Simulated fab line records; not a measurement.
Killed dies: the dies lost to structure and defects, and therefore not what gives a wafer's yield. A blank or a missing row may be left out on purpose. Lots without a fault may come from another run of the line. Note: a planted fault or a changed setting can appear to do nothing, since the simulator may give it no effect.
Which tool is to blame? + flow nand_harc + 42 wafers from 14 lots sampled at 5 of the route's 1302 steps

## WHAT THE GAUGES SHOWED, per wafer
NHARC_P_M2_INSPECT_27. Usual: raw_defect_count 333, standard deviation 120.
| lot  | measured     | on                | raw_defect_count | flag |
|------|--------------|-------------------|------------------|------|
| L752 | day 7 07:04  | defect_inspect-02 | 441 303 166      |      |
| L754 | day 7 19:26  | defect_inspect-01 | 286 529 413      |      |
| L755 | day 8 01:58  | defect_inspect-01 | 201 185 160      |      |
| L756 | day 8 16:11  | defect_inspect-01 | 309 179 280      |      |
| L758 | day 9 08:28  | defect_inspect-01 | 208 117 259      |      |
| L762 | day 11 01:56 | defect_inspect-02 | 469 421 439      |      |
| L763 | day 11 10:52 | defect_inspect-02 | 348 399 397      |      |
| L764 | day 11 21:57 | defect_inspect-01 | 330 335 467      |      |
| L766 | day 12 18:40 | defect_inspect-02 | 604 429 545      |      |
| L769 | day 14 04:35 | defect_inspect-02 | 497 309 368      |      |
| L771 | day 14 21:12 | defect_inspect-01 | 223 226 406      |      |
| L772 | day 15 17:30 | defect_inspect-01 | 165 268 262      |      |
| L773 | day 15 23:55 | defect_inspect-01 | 154 339 242      |      |
| L774 | day 16 12:17 | defect_inspect-02 | 233 217 348      |      |

NHARC_END_SORT_01. Usual: defect_limited_yield is 91.4 % with standard deviation 2.5, killed_at_array is 54 with standard deviation 17, killed_at_other is 1.0 with standard deviation 1.4, killed_at_periphery is 3.6 with standard deviation 2.1, killed_dies is 58 with standard deviation 17, killed_open is 3.2 with standard deviation 2, and killed_short is 2.5 with standard deviation 1.5.
| lot  | measured     | on        | defect_limited_yield (%) | killed_at_array | killed_at_other | killed_at_periphery | killed_dies | killed_open | killed_short | flag |
|------|--------------|-----------|--------------------------|-----------------|-----------------|---------------------|-------------|-------------|--------------|------|
| L762 | day 28 10:52 | prober-02 | 0 0 0                    | 59 42 57        | 2 0 0           | 616 635 620         | 677 677 677 | 3 1 0       | 1 4 3        | OFF  |
| L763 | day 29 14:55 | prober-01 | 0 0 0                    | 27 23 24        | 0 1 1           | 650 653 652         | 677 677 677 | 5 3 8       | 3 4 3        | OFF  |
| L764 | day 30 00:46 | prober-02 | 0 0 0                    | 56 68 63        | 0 0 0           | 621 609 614         | 677 677 677 | 1 1 4       | 3 3 1        | OFF  |
| L769 | day 32 20:53 | prober-01 | 94.2 95.7 94.7           | 34 25 32        | 2 1 1           | 3 3 3               | 39 29 36    | 6 3 4       | 5 2 6        |      |
| L771 | day 33 05:17 | prober-02 | 86.7 90.4 86.4           | 85 61 88        | 0 0 0           | 5 4 4               | 90 65 92    | 4 6 4       | 1 0 3        |      |

## WHICH TOOL RAN EACH LOT (tool, then ch and the chambers of the sampled wafers, then the start)
| lot  | NHARC_P_M1_PRE_CLEAN_32         | NHARC_P_M2_DEGAS_29          | NHARC_P_BONDPAD_DEP_00          |
|------|---------------------------------|------------------------------|---------------------------------|
| L752 | pecvd-01 ch 0,1,2, day 7 03:01  | pvd_sputter-02, day 7 05:31  | pecvd-03 ch 0,2, day 7 07:38    |
| L754 | pecvd-02 ch 0,1,2, day 7 15:20  | pvd_sputter-03, day 7 17:52  | pecvd-01 ch 0,1,2, day 7 19:59  |
| L755 | pecvd-03 ch 0,1,2, day 7 21:56  | pvd_sputter-02, day 8 00:26  | pecvd-03 ch 0,1,2, day 8 02:40  |
| L756 | pecvd-02 ch 0,2, day 8 12:05    | pvd_sputter-01, day 8 14:37  | pecvd-02 ch 0,2, day 8 16:45    |
| L758 | pecvd-01 ch 0,1,2, day 9 04:23  | pvd_sputter-01, day 9 06:54  | pecvd-02 ch 0,1, day 9 09:01    |
| L762 | pecvd-01 ch 0,2, day 10 21:51   | pvd_sputter-03, day 11 00:23 | pecvd-03 ch 0,1, day 11 02:32   |
| L763 | pecvd-03 ch 0,1, day 11 06:49   | pvd_sputter-02, day 11 09:19 | pecvd-01 ch 0,1, day 11 11:26   |
| L764 | pecvd-03 ch 0,2, day 11 17:42   | pvd_sputter-03, day 11 20:24 | pecvd-03 ch 0,1,2, day 11 22:33 |
| L766 | pecvd-01 ch 0,2, day 12 14:44   | pvd_sputter-01, day 12 17:07 | pecvd-02 ch 0,1, day 12 19:14   |
| L769 | pecvd-02 ch 0,1,2, day 14 00:32 | pvd_sputter-03, day 14 03:03 | pecvd-02 ch 0,1,2, day 14 05:11 |
| L771 | pecvd-02 ch 0,1,2, day 14 17:04 | pvd_sputter-02, day 14 19:39 | pecvd-02 ch 0,2, day 14 21:48   |
| L772 | pecvd-02 ch 0,2, day 15 13:24   | pvd_sputter-01, day 15 15:58 | pecvd-02 ch 0,1, day 15 18:04   |
| L773 | pecvd-02 ch 0,2, day 15 19:45   | pvd_sputter-03, day 15 22:21 | pecvd-03 ch 0,1,2, day 16 00:31 |
| L774 | pecvd-02 ch 0,1, day 16 08:11   | pvd_sputter-02, day 16 10:43 | pecvd-02 ch 0,1,2, day 16 12:53 |
- NHARC_P_M1_PRE_CLEAN_32: time 12 s.
- NHARC_P_M2_DEGAS_29: time 60 s.
- NHARC_P_BONDPAD_DEP_00: deposits SiCN, target thk 250 nm.

## WHAT THE TOOLS THEMSELVES READ (means of the sampled wafers that have a number; where no wafer has one, the mark that the record gives instead)
NHARC_P_M1_PRE_CLEAN_32. Usual: heater_power_w 633 W, standard deviation 73.
| lot  | tool     | heater_power_w (W) | flag |
|------|----------|--------------------|------|
| L752 | pecvd-01 | 615                |      |
| L754 | pecvd-02 | 644                |      |
| L755 | pecvd-03 | 670                |      |
| L756 | pecvd-02 | 678                |      |
| L758 | pecvd-01 | 600                |      |
| L762 | pecvd-01 | 620                |      |
| L763 | pecvd-03 | 590                |      |
| L764 | pecvd-03 | 660                |      |
| L766 | pecvd-01 | 559                |      |
| L769 | pecvd-02 | 654                |      |
| L771 | pecvd-02 | 670                |      |
| L772 | pecvd-02 | 650                |      |
| L773 | pecvd-02 | 652                |      |
| L774 | pecvd-02 | 604                |      |

NHARC_P_M2_DEGAS_29. Usual: heater_power_w 319 W, standard deviation 20.
| lot  | tool           | heater_power_w (W) | flag |
|------|----------------|--------------------|------|
| L752 | pvd_sputter-02 | 318                |      |
| L754 | pvd_sputter-03 | 320                |      |
| L755 | pvd_sputter-02 | 333                |      |
| L756 | pvd_sputter-01 | 309                |      |
| L758 | pvd_sputter-01 | 339                |      |
| L762 | pvd_sputter-03 | 311                |      |
| L763 | pvd_sputter-02 | 321                |      |
| L764 | pvd_sputter-03 | 328                |      |
| L766 | pvd_sputter-01 | 317                |      |
| L769 | pvd_sputter-03 | 320                |      |
| L771 | pvd_sputter-02 | 331                |      |
| L772 | pvd_sputter-01 | 308                |      |
| L773 | pvd_sputter-03 | 338                |      |
| L774 | pvd_sputter-02 | 333                |      |

NHARC_P_BONDPAD_DEP_00. Usual: chamber_pressure_Torr 3.001 Torr, standard deviation 0.0068; heater_power_outer_w 345 W, standard deviation 52; heater_power_w 587 W, standard deviation 68.
| lot  | tool     | chamber_pressure_Torr (Torr) | heater_power_outer_w (W) | heater_power_w (W) | flag |
|------|----------|------------------------------|--------------------------|--------------------|------|
| L752 | pecvd-03 | 3.003                        | 378                      | 623                |      |
| L754 | pecvd-01 | 2.999                        | 321                      | 540                |      |
| L755 | pecvd-03 | 3.004                        | 358                      | 604                |      |
| L756 | pecvd-02 | 3.005                        | 327                      | 555                |      |
| L758 | pecvd-02 | 3.001                        | 390                      | 651                |      |
| L762 | pecvd-03 | -                            | -                        | -                  | OFF  |
| L763 | pecvd-01 | -                            | -                        | -                  | OFF  |
| L764 | pecvd-03 | -                            | -                        | -                  | OFF  |
| L766 | pecvd-02 | 3.006                        | 337                      | 583                |      |
| L769 | pecvd-02 | 3.004                        | 341                      | 594                |      |
| L771 | pecvd-02 | 3.007                        | 357                      | 594                |      |
| L772 | pecvd-02 | 3.006                        | 374                      | 633                |      |
| L773 | pecvd-03 | 2.999                        | 383                      | 633                |      |
| L774 | pecvd-02 | 3.002                        | 321                      | 565                |      |

## THE ANSWER, worked out from the rows above alone
Rule: a lot counts as off when the mean over its wafers that have a number is more than 3 standard deviations away from the usual mean. A lot without any number at a reading at which 4 lots or more have one is off too. Any other lot the step has rows for is counted as sound. Order of review: gauges by route order, followed by the tools' own readings, for which a lot's mean as printed above is used. The first step at which some lot is off is used, and at that step the reading that is off furthest; a lot without a number counts as furthest.
Off at NHARC_END_SORT_01 (killed_at_periphery): L762, L763, L764. Neither off nor sound, because the step has no rows for them: L752, L754, L755, L756, L758, L766, L772, L773, L774.
A tool fits if, at a process step before that reading, it ran every lot that is off, and no sound lot after the first of them. The gauges at NHARC_END_SORT_01 aren't tried: what is off there is off at NHARC_P_BONDPAD_DEP_00 too, on other tools, and a gauge's error can't cause that. None of those tried fits.

## WHAT WAS PUT IN BY THE SIMULATOR
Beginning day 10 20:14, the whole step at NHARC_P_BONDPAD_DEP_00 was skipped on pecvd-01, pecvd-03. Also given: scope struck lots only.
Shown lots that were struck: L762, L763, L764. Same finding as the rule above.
